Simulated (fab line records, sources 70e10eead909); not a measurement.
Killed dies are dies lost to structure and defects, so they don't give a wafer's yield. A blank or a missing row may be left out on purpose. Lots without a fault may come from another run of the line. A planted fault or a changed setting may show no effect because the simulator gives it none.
Chamber matching | flow nand_harc | NHARC_P_BONDPAD_CMP_19 on cmp-02: 4 sister chambers
The step polishes, t overpolish 30 s, cu recess touch 16 s, target thk 160.81 nm. 4 wafers are shown with their chamber, then 11 later ones without.

WAFERS WITH THEIR CHAMBER
wafer  | chamber | motor_current_A (A)
L082.2 | 3       | 11.4
L087.3 | 0       | 11.3
L087.5 | 2       | 11.2
L092.1 | 1       | 11.1

WAFERS WITHOUT THEIR CHAMBER
wafer  | motor_current_A (A)
L092.2 | 11.6
L092.5 | 11.9
L096.2 | 11.5
L096.3 | 11.6
L096.4 | 10.7
L096.1 | 11.7
L096.5 | 11.7
L096.6 | 11.0
L097.2 | 11.3
L097.3 | 11.3
L097.6 | 11.8

WHICH CHAMBER EACH WENT THROUGH
wafer  | from the rows above               | in truth
L092.2 | can't be placed: 3 or 0 or 2 or 1 | 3
L092.5 | can't be placed: 3 or 0 or 2 or 1 | 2
L096.2 | can't be placed: 3 or 0 or 2 or 1 | 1
L096.3 | can't be placed: 3 or 0 or 2 or 1 | 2
L096.4 | can't be placed: 1 or 2 or 0 or 3 | 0
L096.1 | can't be placed: 3 or 0 or 2 or 1 | 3
L096.5 | can't be placed: 3 or 0 or 2 or 1 | 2
L096.6 | can't be placed: 1 or 2 or 0 or 3 | 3
L097.2 | can't be placed: 0 or 3 or 2 or 1 | 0
L097.3 | can't be placed: 0 or 3 or 2 or 1 | 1
L097.6 | can't be placed: 3 or 0 or 2 or 1 | 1
Placed correctly: 0 of 11. Can't be placed from these rows: 11 (the true chamber is among the candidates in 11). Placed wrongly: 0.
How it was worked out, from the rows above alone: a wafer's distance from a chamber is the root of the sum, over the readings, of the square of ((its reading less the chamber's mean) divided by the reading's scatter). The wafer belongs to the nearest chamber; if the next one is less than 2 further off, it can't be placed. A chamber's mean is the mean of its shown wafers. The scatter: with one shown wafer a chamber, the root of the mean of the squares of how far each hidden wafer lies from its nearest shown one.
